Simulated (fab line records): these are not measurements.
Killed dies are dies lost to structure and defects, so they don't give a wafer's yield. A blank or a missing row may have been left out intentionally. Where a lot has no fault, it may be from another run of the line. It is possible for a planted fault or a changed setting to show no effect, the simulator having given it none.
Shared-tool check	flow nand_harc	1 lot, 2 wafers sampled

## WHAT PROMPTED THE OPENING
At NHARC_END_SORT_01 the reading killed_dies is flagged on 1 of 1 lot. Fault-free wafers read 67, with a standard deviation of 17.
Rule: a lot gets a flag if all its wafers with a number sit over 4 standard deviations from that mean, or if no wafer of it has a number. As for the other lots, they are considered sound.

lot	measured	on	killed_dies, wafer by wafer	flag
L851	day 29 03:32	prober-01	523 528	FLAGGED
On average the flagged lots' numbers are 526, which is +458 against the usual, or +27 standard deviations.

## LOT BY LOT: THE TOOL USED
3 process steps preceding the reading are held in the record, out of 1302 steps in the route. Read each cell as the tool, then ch plus the chambers that the sampled wafers visited, then the start.
lot	flag	NHARC_A_CHANNEL_HOLE_D1_DEP_01	NHARC_A_CHANNEL_HOLE_D1_ETCH_34	NHARC_A_CHANNEL_HOLE_D1_ETCH_16
L851	FLAGGED	pecvd-04 ch 1, day 13 10:58	rie_diel-07 ch 0,1, day 13 13:46 or earlier	rie_diel-07 ch 2,3, day 13 13:46
What the steps here do:
- NHARC_A_CHANNEL_HOLE_D1_DEP_01: deposits SiON, target thk 140 nm.
- NHARC_A_CHANNEL_HOLE_D1_ETCH_34: etches the open film in CF4/CHF3, target depth 154 nm, time 77 s.
- NHARC_A_CHANNEL_HOLE_D1_ETCH_16: etches the open film in O2/COS, target depth 3100 nm, time 806 s.
- NHARC_END_SORT_01

## FLAGGED OVER TOTAL, TOOL BY TOOL (the gauges that took the reading come last)
step	tool	lots run	flagged	share of the flagged lots	sound lots run after its first flagged lot
NHARC_A_CHANNEL_HOLE_D1_DEP_01	pecvd-04	1	1	all	0
NHARC_A_CHANNEL_HOLE_D1_ETCH_34	rie_diel-07	1	1	all	0
NHARC_A_CHANNEL_HOLE_D1_ETCH_16	rie_diel-07	1	1	all	0
NHARC_END_SORT_01	prober-01	1	1	all	0
Because NHARC_A_CHANNEL_HOLE_D1_ETCH_34 lacks a start for some lots, the hours and order of its lots are taken from NHARC_A_CHANNEL_HOLE_D1_ETCH_16.

## THE TABLE: WHAT IT ALLOWS
4 rows of the table ran every flagged lot: pecvd-04 at NHARC_A_CHANNEL_HOLE_D1_DEP_01, rie_diel-07 at NHARC_A_CHANNEL_HOLE_D1_ETCH_34, rie_diel-07 at NHARC_A_CHANNEL_HOLE_D1_ETCH_16, prober-01 at NHARC_END_SORT_01.
- pecvd-04 at NHARC_A_CHANNEL_HOLE_D1_DEP_01: 1 of its 1 lot flagged. No sound lot ran on it before its first flagged lot in this sample; the start therefore can't be narrowed down.
- rie_diel-07 at NHARC_A_CHANNEL_HOLE_D1_ETCH_34: 1 of its 1 lot flagged. No sound lot ran on it before its first flagged lot in this sample; the start therefore can't be narrowed down.
- rie_diel-07 at NHARC_A_CHANNEL_HOLE_D1_ETCH_16: 1 of its 1 lot flagged. No sound lot ran on it before its first flagged lot in this sample; the start therefore can't be narrowed down. Its own readings lie more than 4 standard deviations out on every wafer of the flagged lots: run_length_s.
- prober-01 at NHARC_END_SORT_01: 1 of its 1 lot flagged. No sound lot ran on it before its first flagged lot in this sample; the start therefore can't be narrowed down.
Counting lots can't tell these 3 tools apart, because each fits a fault that began at some hour. More lots, or a look at what each step does to the wafer, might.

## WHAT HAD BEEN PUT IN BY THE SIMULATOR
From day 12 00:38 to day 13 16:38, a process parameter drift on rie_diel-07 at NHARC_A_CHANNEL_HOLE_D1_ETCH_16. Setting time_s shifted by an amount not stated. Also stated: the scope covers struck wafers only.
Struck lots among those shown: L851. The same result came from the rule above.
